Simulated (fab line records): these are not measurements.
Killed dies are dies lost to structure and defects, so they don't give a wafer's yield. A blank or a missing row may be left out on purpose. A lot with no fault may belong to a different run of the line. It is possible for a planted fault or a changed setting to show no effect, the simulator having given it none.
fab line records	flow n5Finfet
record: lots: 7	wafers: 17	lastDay: 18
route steps=1938 shown BEOL_M5@1145 PASSIVATION@1936
lots that met no fault: from a run of the same line without faults
startH: start of the lot's first displayed wafer, in hours after the record's first day	waitH: hours from the lot's prior step to this one	" the same as in the row above	L1.1+2: a row that stands for several wafers	- no value present, or no start provided	* or withheld: withheld	< > ~ a bound
route shown NAME@n: a module of which the file shows steps, and the number in the route of the first	usual: the fault-free wafers' mean and standard deviation	same: alike in all rows	chamber/n: place in a boat	sites: per-site readings	_std_site: their standard deviation	_edge_site: outer sites' mean less inner sites'	radiusMm: how far each site lies from the wafer's centre	mask NAME#n: copy n	behind: the tool/chamber that last shaped the wafer	hold: why the lot went on hold/how many hours it stayed there/how the hold came to an end	device: which transistor (n, p or np) failed to switch	end of line: the tests these same wafers got at the end of their route	a step with no rows: only its recipe	killed: dies lost to structure and defects at the first sort, not the wafer's yield	map: a wafer's dies, x killed, . not, _ none there
set.NAME: the setting as run; set.NAME@STEP: as run at that earlier step	model.NAME: the simulator's own value behind a step, which no gauge read
certain route steps with their lots: each step a table, each wafer a row
services: a tool's chamber out of use, with start hour (startH, from the record's first day; less than 0 if before it), hours out, and reason
== steps ==
step: N5_BEOL_M5_EXPOSE_25
recipe: maskId: V4	na: 0.33	sourceShape: quasar	sigmaInner: 0.2	sigmaOuter: 0.6	polarization: unpolarized	defocusNm: 10	doseMj: 52.75
step: N5_BEOL_M5_PEB_26
recipe: pebTempC: 100	pebTimeS: 60	resist: CAR-EUV
step: N5_BEOL_M5_DEVELOP_27
recipe: developTimeS: 30	developer: TMAH	resist: CAR-EUV	rinseLiquid: surfactantRinse	dry: airSpin	devTempC: 23
step: N5_BEOL_M5_CD_MEAS_28
recipe: targetCdNm: 30.6	landingEnergyEv: 500	detector: seInlens	targetCdYNm: 20	polarity: opening
usual: cdNm: 30.56/0.28
lot.wafer	tool	chamber	startH	waitH	cdNm
L926.1	cdSem-02	0	218.35	-	30.79
L926.2	"	0	"	"	30.56
L926.3	"	0	"	"	30.58
L934.4	cdSem-02	0	263.61	-	30.60
L934.5	"	0	"	"	30.57
L934.6	"	0	"	"	30.57
L933.3	cdSem-02	0	266.29	-	29.98
L933.4	"	0	"	"	30.19
L936.4	cdSem-01	0	274.19	-	30.22
L936.6	"	0	"	"	30.53
L938.3	cdSem-02	0	292.12	-	30.65
L938.4	"	0	"	"	30.45
L940.1	cdSem-01	0	303.61	-	30.19
L940.3	"	0	"	"	29.84
L940.5	"	0	"	"	30.20
L942.1	cdSem-01	0	321.83	-	31.05
L942.4	"	0	"	"	30.90
step: N5_BEOL_M5_OVL_MEAS_29
recipe: pointsPerWafer: 522
usual: V4_OVL: -0.5/0.65
lot.wafer	tool	chamber	startH	waitH	V4_OVL[nm]
L926.1	overlay-02	0	218.38	0.0	0.1
L926.2	"	0	"	"	0.0
L926.3	"	0	"	"	-1.0
L934.4	overlay-02	0	263.65	0.0	-0.4
L934.5	"	0	"	"	-1.0
L934.6	"	0	"	"	0.4
L933.3	overlay-02	0	266.33	0.0	0.2
L933.4	"	0	"	"	-0.8
L936.4	overlay-02	0	274.23	0.0	-0.4
L936.6	"	0	"	"	0.3
L938.3	overlay-02	0	292.16	0.0	-0.8
L938.4	"	0	"	"	-0.4
L940.1	overlay-02	0	303.65	0.0	-0.7
L940.3	"	0	"	"	-0.2
L940.5	"	0	"	"	-0.6
L942.1	overlay-02	0	321.87	0.0	-0.5
L942.4	"	0	"	"	-1.2
step: N5_BEOL_M5_INSPECT_30
recipe: mode: adi	inspectInstrument: brightfield
usual: rawDefectCount: 418/92
lot.wafer	tool	chamber	startH	waitH	rawDefectCount
L926.1	defectInspect-02	-	218.44	0.1	387
L926.2	"	-	"	"	425
L926.3	"	-	"	"	414
L934.4	defectInspect-01	-	263.70	0.0	409
L934.5	"	-	"	"	301
L934.6	"	-	"	"	304
L933.3	defectInspect-02	-	266.38	0.0	471
L933.4	"	-	"	"	436
L936.4	defectInspect-02	-	274.27	0.0	396
L936.6	"	-	"	"	469
L938.3	defectInspect-01	-	292.21	0.0	516
L938.4	"	-	"	"	414
L940.1	defectInspect-02	-	303.70	0.1	452
L940.3	"	-	"	"	424
L940.5	"	-	"	"	294
L942.1	defectInspect-01	-	321.93	0.1	448
L942.4	"	-	"	"	350
step: N5_BEOL_M5_DESCUM_33
recipe: chemistry: O2	timeS: 7	sourcePowerW: 50	biasPowerW: 20	pressureMtorr: 20	rfFrequencyHz: 2.712e+07	tempC: 40	resist: CAR-EUV	o2FlowSccm: 225
usual: drypumpMotorCurrentA: 5.4/0.36	oesProductAu: 0.84/0.085	rfVppV: 243.3/1.7	showerheadPlenumPTorr: 2.10/0.088	tempC: 39.99/0.11	throttleValvePct: 20.43/0.23
lot.wafer	tool	chamber	startH	waitH	drypumpMotorCurrentA	oesProductAu	rfHoursCounterH	rfVppV	showerheadPlenumPTorr	tempC	throttleValvePct
L926.1	rieDiel-01	0	218.47	0.0	5.4	0.96	11	245.0	2.24	39.98	20.42
L926.2	"	1	"	"	5.1	0.73	170	241.4	1.99	39.87	20.78
L926.3	"	3	"	"	5.6	0.92	21	244.5	2.16	40.04	20.09
L934.4	rieDiel-01	1	263.73	0.0	5.1	0.71	192	241.5	1.98	39.93	20.81
L934.5	"	0	"	"	5.3	0.93	-	244.8	2.23	39.92	20.46
L934.6	"	3	"	"	5.6	0.90	-	243.9	2.15	39.97	20.13
L933.3	rieDiel-01	1	266.50	0.1	5.1	0.70	194	239.2	1.98	40.00	20.80
L933.4	"	0	"	"	5.4	0.93	26	246.5	2.23	40.05	20.45
L936.4	rieDiel-01	3	275.19	0.9	5.6	0.89	35	242.9	2.15	39.80	20.13
L936.6	"	1	"	"	5.1	0.70	-	242.5	1.98	40.00	20.80
L938.3	rieDiel-01	2	292.43	0.2	5.4	0.85	68	242.1	2.04	40.01	20.34
L938.4	"	3	"	"	5.6	0.89	43	243.2	2.15	39.88	20.14
L940.1	rieDiel-03	3	303.74	0.0	6.2	0.82	72	241.3	2.03	40.04	20.47
L940.3	"	0	"	"	5.0	0.89	46	244.7	2.21	40.06	20.22
L940.5	"	2	"	"	5.1	0.80	-	242.7	2.09	39.73	20.36
L942.1	rieDiel-04	2	322.18	0.3	4.8	0.99	2	246.0	2.23	40.02	19.97
L942.4	"	0	"	"	5.3	0.85	62	244.3	2.09	39.98	20.33
step: N5_BEOL_M5_ETCH_75
recipe: chemistry: N2/H2	target: underlayer	targetDepthA: 65	maskMaterial: CAR-EUV	timeS: 5.2	ionEnergyEv: 200	pressureMtorr: 30	sourceW: 840	biasW: 150	n2FlowSccm: 200	h2FlowSccm: 200	ends: cleared
usual: drypumpMotorCurrentA: 5.4/0.36	etchRfOnTimeS: 5.18/0.17	oesProductAu: 0.71/0.07	rfVppV: 524/3.1	showerheadPlenumPTorr: 2.54/0.1	throttleValvePct: 17.8/0.31
lot.wafer	tool	chamber	startH	waitH	drypumpMotorCurrentA	etchRfOnTimeS	oesProductAu	rfHoursCounterH	rfVppV	showerheadPlenumPTorr	throttleValvePct
L926.1	rieDiel-01	0	218.51	0.0	5.4	5.10	0.80	11	529	2.70	17.7
L926.2	"	1	"	"	5.1	5.36	0.61	170	520	2.41	18.2
L926.3	"	3	"	"	5.6	4.85	0.79	21	524	2.57	17.3
L934.4	rieDiel-01	1	263.76	0.0	5.1	5.46	0.59	192	521	2.41	18.2
L934.5	"	0	"	"	5.3	5.12	0.78	-	528	2.70	17.7
L934.6	"	3	"	"	5.7	4.93	0.78	-	525	2.56	17.3
L933.3	rieDiel-01	1	266.54	0.0	5.1	5.43	0.61	194	522	2.40	18.2
L933.4	"	0	"	"	5.4	5.14	0.75	26	529	2.69	17.8
L936.4	rieDiel-01	3	275.22	0.0	5.6	4.88	0.77	35	524	2.56	17.3
L936.6	"	1	"	"	5.1	5.46	0.60	-	520	2.40	18.2
L938.3	rieDiel-01	2	292.47	0.0	5.5	5.28	0.73	68	524	2.45	17.6
L938.4	"	3	"	"	5.6	4.87	0.76	43	525	2.56	17.3
L940.1	rieDiel-03	3	303.77	0.0	6.2	5.11	0.70	72	524	2.47	17.9
L940.3	"	0	"	"	5.0	5.22	0.76	46	528	2.66	17.4
L940.5	"	2	"	"	5.1	5.22	0.68	-	523	2.56	17.9
L942.1	rieDiel-04	2	322.22	0.0	4.8	5.34	0.83	2	529	2.74	17.6
L942.4	"	0	"	"	5.2	5.03	0.74	62	523	2.58	18.0
step: N5_BEOL_M5_ETCH_67
recipe: chemistry: CF4	target: SiARC	targetDepthA: 156	maskMaterial: CAR-EUV	timeS: 26	ionEnergyEv: 80	pressureMtorr: 40	sourceW: 545	biasW: 36	Ar_flow_sccm: 100	cf4FlowSccm: 100	ends: cleared
usual: drypumpMotorCurrentA: 5.4/0.36	etchRfOnTimeS: 26.0/1	oesProductAu: 0.71/0.073	rfVppV: 184.0/1.2	showerheadPlenumPTorr: 2.15/0.078	throttleValvePct: 15.59/0.26
lot.wafer	tool	chamber	startH	waitH	drypumpMotorCurrentA	etchRfOnTimeS	oesProductAu	rfHoursCounterH	rfVppV	showerheadPlenumPTorr	throttleValvePct
L926.1	rieDiel-01	0	218.53	0.0	5.4	25.6	0.80	11	185.0	2.26	15.43
L926.2	"	1	"	"	5.1	27.4	0.61	170	183.8	2.06	15.93
L926.3	"	3	"	"	5.6	24.6	0.80	21	183.0	2.21	15.28
L934.4	rieDiel-01	1	263.78	0.0	5.1	27.4	0.59	192	180.7	2.05	16.00
L934.5	"	0	"	"	5.3	25.4	0.78	-	183.8	2.25	15.49
L934.6	"	3	"	"	5.6	24.1	0.79	-	184.6	2.20	15.31
L933.3	rieDiel-01	1	266.56	0.0	5.1	27.9	0.59	194	181.7	2.05	15.99
L933.4	"	0	"	"	5.3	25.5	0.77	26	184.6	2.25	15.48
L936.4	rieDiel-01	3	275.24	0.0	5.6	24.4	0.78	35	185.0	2.20	15.32
L936.6	"	1	"	"	5.1	27.7	0.59	-	182.8	2.05	16.00
L938.3	rieDiel-01	2	292.48	0.0	5.5	26.9	0.71	68	182.8	2.07	15.35
L938.4	"	3	"	"	5.6	24.2	0.77	43	185.4	2.20	15.32
L940.1	rieDiel-03	3	303.79	0.0	6.2	25.2	0.70	72	184.7	2.10	15.69
L940.3	"	0	"	"	5.0	25.6	0.77	46	185.4	2.26	15.41
L940.5	"	2	"	"	5.1	25.4	0.68	-	183.6	2.16	15.76
L942.1	rieDiel-04	2	322.23	0.0	4.8	26.4	0.83	2	184.7	2.24	15.02
L942.4	"	0	"	"	5.3	25.4	0.74	62	185.4	2.16	15.65
step: N5_BEOL_M5_ETCH_68
recipe: chemistry: N2/H2	target: SOC	targetDepthA: 800	overetchA: 160	maskMaterial: SiARC	tempC: 40	timeS: 120	ionEnergyEv: 200	pressureMtorr: 30	sourceW: 840	biasW: 150	n2FlowSccm: 200	h2FlowSccm: 200
usual: drypumpMotorCurrentA: 5.4/0.36	oesProductAu: 0.64/0.059	rfVppV: 524.2/2.9	showerheadPlenumPTorr: 2.54/0.1	tempC: 40.00/0.11	throttleValvePct: 17.7/0.31
lot.wafer	tool	chamber	startH	waitH	drypumpMotorCurrentA	oesProductAu	rfHoursCounterH	rfVppV	showerheadPlenumPTorr	tempC	throttleValvePct
L926.1	rieDiel-01	0	218.55	0.0	5.3	0.71	11	527.4	2.70	39.87	17.7
L926.2	"	1	"	"	5.1	0.57	170	521.5	2.41	40.04	18.1
L926.3	"	3	"	"	5.6	0.69	21	525.0	2.57	40.09	17.2
L934.4	rieDiel-01	1	263.81	0.0	5.1	0.55	192	519.2	2.41	39.97	18.2
L934.5	"	0	"	"	5.3	0.69	-	527.7	2.70	39.89	17.7
L934.6	"	3	"	"	5.6	0.68	-	525.2	2.56	39.94	17.2
L933.3	rieDiel-01	1	266.58	0.0	5.1	0.56	194	521.2	2.40	39.96	18.2
L933.4	"	0	"	"	5.3	0.69	26	528.7	2.70	39.90	17.7
L936.4	rieDiel-01	3	275.27	0.0	5.6	0.68	35	525.5	2.56	39.90	17.3
L936.6	"	1	"	"	5.1	0.55	-	521.0	2.40	40.10	18.2
L938.3	rieDiel-01	2	292.51	0.0	5.4	0.65	68	521.3	2.45	39.89	17.6
L938.4	"	3	"	"	5.6	0.66	43	524.6	2.56	39.98	17.3
L940.1	rieDiel-03	3	303.82	0.0	6.2	0.62	72	522.0	2.47	39.95	17.8
L940.3	"	0	"	"	5.0	0.68	46	529.7	2.66	40.06	17.3
L940.5	"	2	"	"	5.0	0.60	-	524.3	2.56	40.06	17.9
L942.1	rieDiel-04	2	322.26	0.0	4.7	0.75	2	527.7	2.74	40.00	17.5
L942.4	"	0	"	"	5.3	0.65	62	524.8	2.58	40.06	17.9
step: N5_BEOL_M5_STRIP_69
recipe: chemistry: N2/H2	tempC: 40	n2FlowSccm: 200	h2FlowSccm: 200	rfFrequencyHz: 6e+07
step: N5_BEOL_M5_STRIP_76
recipe: chemistry: N2/H2	tempC: 40	n2FlowSccm: 200	h2FlowSccm: 200	rfFrequencyHz: 6e+07
step: N5_BEOL_M5_VIA_ETCH_34
recipe: chemistry: C4F6/O2	target: SiCOH_lowk	targetDepthA: 883	maskMaterial: SOC	taperDeg: 4	timeS: 39.2	ionEnergyEv: 250	pressureMtorr: 30	sourceW: 345	biasW: 185	Ar_flow_sccm: 300	C4F6_flow_sccm: 10	O2_flow_sccm: 10
usual: drypumpMotorCurrentA: 5.4/0.36	oesProductAu: 0.83/0.084	rfVppV: 673/18	showerheadPlenumPTorr: 2.85/0.095	throttleValvePct: 20.9/0.33
lot.wafer	tool	chamber	startH	waitH	drypumpMotorCurrentA	oesProductAu	rfHoursCounterH	rfVppV	showerheadPlenumPTorr	throttleValvePct	model.etch.depthNm	model.SOC_of_BEOL_M5_COAT_65.thkNm
L926.1	rieDiel-01	0	218.65	0.0	5.3	0.94	11	692	2.98	20.6	89.56	56
L926.2	"	1	"	"	5.1	0.73	170	673	2.76	21.4	85.64	56.2
L926.3	"	3	"	"	5.6	0.92	21	649	2.93	20.6	91.57	55.8
L934.4	rieDiel-01	1	263.91	0.0	5.1	0.71	192	671	2.75	21.5	84.97	55.8
L934.5	"	0	"	"	5.4	0.91	-	692	2.97	20.7	90.29	55.6
L934.6	"	3	"	"	5.6	0.91	-	649	2.92	20.6	92.12	55.4
L933.3	rieDiel-01	1	266.68	0.0	5.1	0.70	194	674	2.74	21.5	84.66	56.2
L933.4	"	0	"	"	5.4	1.16	26	694	2.97	20.7	132.6	53.8
L936.4	rieDiel-01	3	275.37	0.0	5.7	1.17	35	650	2.92	20.7	135.2	53.8
L936.6	"	1	"	"	5.1	0.71	-	671	2.74	21.5	85.75	56.2
L938.3	rieDiel-01	2	292.61	0.0	5.5	0.85	68	701	2.74	20.6	87.74	55.6
L938.4	"	3	"	"	5.6	1.15	43	649	2.92	20.7	134.6	53.4
L940.1	rieDiel-03	3	303.92	0.0	6.2	0.81	72	666	2.80	21.2	90.02	56
L940.3	"	0	"	"	5.0	0.90	46	653	3.00	20.7	89.3	55.8
L940.5	"	2	"	"	5.1	0.80	-	655	2.87	21.0	89.13	55.8
L942.1	rieDiel-04	2	322.36	0.0	4.7	0.98	2	656	2.98	20.2	87.76	56.2
L942.4	"	0	"	"	5.3	0.86	62	679	2.89	21.1	89.67	55.8
step: N5_BEOL_M5_STRIP_85
recipe: chemistry: C4F6/O2	resist: SiARC	rfFrequencyHz: 6e+07
step: N5_PASSIVATION_PROBE_49
usual: defectLimitedYield: 91.3/1.4	killed_at_M0_to_M3: 36/10	killed_at_M4_up: 13/5.4	killedAtContacts: 12/5.3	killedAtFrontEnd: 39/10	killedAtOther: 3.2/2.7	killedDies: 103/16	killedOpen: 68/13	killedShort: 33/6.6	sort_bin_4_leakage: 0.01/0.031	sort_bin_5_function: 5.1/0.92	sort_bin_6_memory: 3.3/0.68	sort_bin_8_speed: 0.1/0.41	sortNPass: 1077/17
same: grossDies: 1180	killedAtBackSide: 0
lot.wafer	tool	chamber	startH	waitH	defectLimitedYield[%]	killed_at_M0_to_M3	killed_at_M4_up	killedAtContacts	killedAtFrontEnd	killedAtOther	killedDies	killedOpen	killedShort	sort_bin_4_leakage[%]	sort_bin_5_function[%]	sort_bin_6_memory[%]	sort_bin_8_speed[%]	sortNPass
L934.4	prober-01	-	365.76	0.3	91.2	28	21	6	41	8	104	76	21	0	5.3	2.8	0	1076
L934.5	prober-01	-	365.81	0.4	89.7	53	20	21	26	2	122	74	45	0	5.9	4.1	0	1058
L934.6	prober-01	-	365.86	0.4	90.5	37	18	8	41	8	112	75	31	0	5.0	4.3	0	1068
L936.4	prober-02	-	374.97	0.2	92.0	37	23	7	27	0	94	64	28	0	4.6	3.2	0	1086
L936.6	prober-02	-	375.07	0.3	91.3	33	13	6	50	1	103	69	33	0	5.8	2.9	0	1077
L933.4	prober-02	-	380.95	0.2	92.7	32	8	7	28	11	86	61	24	0	3.8	3.1	0	1094
L940.1	prober-01	-	416.95	0.0	88.6	42	24	13	51	4	134	93	41	0	5.9	5.3	0	1046
L940.3	prober-01	-	417.05	0.1	89.8	55	8	14	42	1	120	86	32	0	4.9	4.8	0	1060
L940.5	prober-01	-	417.15	0.2	91.5	44	5	11	34	6	100	70	28	0	4.1	4.2	0	1080
L942.1	prober-01	-	429.92	0.0	91.8	33	16	9	34	5	97	63	32	0	4.6	3.3	0	1083
L942.4	prober-01	-	430.07	0.2	89.7	39	22	12	46	2	121	80	36	0	6.4	3.4	0	1059
killed by level:class
L934.4 BEOL_M4:geometricParticle:open=14 BEOL_M0_SAQP:geometricParticle:open=10 FIN_SAQP:geometricParticle:open=8 HKMG_FIN:areaEtch=7 STI_FIN_REVEAL:geometricParticle:open=6 BEOL_M2:geometricParticle:open=5 BEOL_M3:geometricParticle:open=5 DUMMY_GATE:geometricParticle:open=4
L934.5 BEOL_M0_SAQP:geometricParticle:short=15 MOL_CONTACT_COAG:geometricParticle:open=12 FIN_SAQP:geometricParticle:open=11 BEOL_M0_SAQP:geometricParticle:open=11 BEOL_M3:geometricParticle:open=10 MOL_CONTACT_COAG:geometricParticle:short=9 BEOL_M2:geometricParticle:open=8 BEOL_M4:geometricParticle:open=6
L934.6 FIN_SAQP:geometricParticle:open=18 BEOL_M0_SAQP:geometricParticle:open=11 BEOL_M0_SAQP:geometricParticle:short=8 BEOL_M4:geometricParticle:open=8 MOL_CONTACT_COAG:geometricParticle:open=7 FIN_SAQP:geometricParticle:short=5 BEOL_M3:geometricParticle:open=5 BEOL_M2:geometricParticle:open=4
L936.4 BEOL_M1:geometricParticle:open=13 FIN_SAQP:geometricParticle:open=8 BEOL_M0_SAQP:geometricParticle:short=8 MOL_CONTACT_COAG:geometricParticle:open=7 BEOL_M0_SAQP:geometricParticle:open=7 BEOL_M4:geometricParticle:open=6 FIN_SAQP:geometricParticle:short=5 BEOL_M5:geometricParticle:open=5
L936.6 STI_FIN_REVEAL:geometricParticle:open=11 BEOL_M4:geometricParticle:open=9 FIN_SAQP:geometricParticle:open=8 DUMMY_GATE:geometricParticle:open=8 BEOL_M0_SAQP:geometricParticle:open=7 BEOL_M1:geometricParticle:open=7 GATE_CUT:geometricParticle:short=6 MOL_CONTACT_COAG:geometricParticle:open=5
L933.4 BEOL_M1:geometricParticle:open=11 STI_FIN_REVEAL:geometricParticle:open=10 BEOL_M2:geometricParticle:open=7 FIN_SAQP:geometricParticle:short=6 MOL_CONTACT_COAG:geometricParticle:open=6 BEOL_M0_SAQP:geometricParticle:short=5 BEOL_M3:geometricParticle:open=5 FIN_SAQP:geometricParticle:open=4
L940.1 FIN_SAQP:geometricParticle:open=15 BEOL_M3:geometricParticle:open=15 STI_FIN_REVEAL:geometricParticle:open=10 MOL_CONTACT_COAG:geometricParticle:open=10 BEOL_M4:geometricParticle:open=10 FIN_SAQP:geometricParticle:short=9 GATE_CUT:geometricParticle:short=5 BEOL_M0_SAQP:geometricParticle:open=5
L940.3 BEOL_M3:geometricParticle:open=17 BEOL_M1:geometricParticle:open=11 BEOL_M2:geometricParticle:open=10 FIN_SAQP:geometricParticle:short=9 MOL_CONTACT_COAG:geometricParticle:open=9 GATE_CUT:geometricParticle:open=7 FIN_SAQP:geometricParticle:open=5 GATE_CUT:geometricParticle:short=5
L940.5 BEOL_M3:geometricParticle:open=18 BEOL_M2:geometricParticle:open=9 MOL_CONTACT_COAG:geometricParticle:open=8 FIN_SAQP:geometricParticle:open=6 BEOL_M3:geometricParticle:short=6 STARTING-WAFER:geometricParticle:open=5 BEOL_M0_SAQP:geometricParticle:open=5 GATE_CUT:geometricParticle:short=4
L942.1 BEOL_M2:geometricParticle:open=10 BEOL_M4:geometricParticle:open=10 MOL_CONTACT_COAG:geometricParticle:open=8 BEOL_M0_SAQP:geometricParticle:short=8 FIN_SAQP:geometricParticle:open=7 FIN_SAQP:geometricParticle:short=6 STI_FIN_REVEAL:geometricParticle:open=6 STARTING-WAFER:geometricParticle:short=6
L942.4 BEOL_M4:geometricParticle:open=14 BEOL_M0_SAQP:geometricParticle:open=11 MOL_CONTACT_COAG:geometricParticle:open=10 BEOL_M0_SAQP:geometricParticle:short=8 STI_FIN_REVEAL:geometricParticle:open=7 BEOL_M1:geometricParticle:open=7 GATE_CUT:geometricParticle:short=5 FIN_SAQP:geometricParticle:open=4
== services ==
tool	chamber	startH	hours	kind
rieDiel-01	0	223.37	15.1	repair
rieDiel-01	3	232.64	22.4	repair
rieDiel-03	-	244.35	28.1	pm
rieDiel-03	-	274.37	14.6	pm
rieDiel-04	2	292.60	-	clean
rieDiel-04	2	292.60	-	consumableReplace:focusRing
rieDiel-04	2	292.60	-	consumableReplace:showerhead
rieDiel-04	2	292.60	22.2	scheduledDown
rieDiel-04	2	292.60	22.2	ventCycle
rieDiel-03	-	302.43	0.1	repair
rieDiel-04	-	305.71	4.3	pm
rieDiel-01	-	311.69	0.4	repair
== key ==
firstSign: step: N5_BEOL_M5_VIA_ETCH_34	reading: oesProductAu	direction: up	sigmas: 3.9	usual: 0.83	struck: 1.16
effect none on later readings
modelEffect: step: N5_BEOL_M5_VIA_ETCH_34	value: etch.depthNm	without: 92.07	struck: 134.1
metAt N5_BEOL_M5_VIA_ETCH_34
struckWafers L933.4,L936.4,L938.4
onsetBetween 263.91 266.68
fault: kind: processParameterDrift	tool: rieDiel-01	chamber: -	onsetH: 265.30	steps: N5_BEOL_M5_VIA_ETCH_34	channel: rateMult	offset: 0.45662	shape: step	endH: 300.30	scope: struckWafersOnly
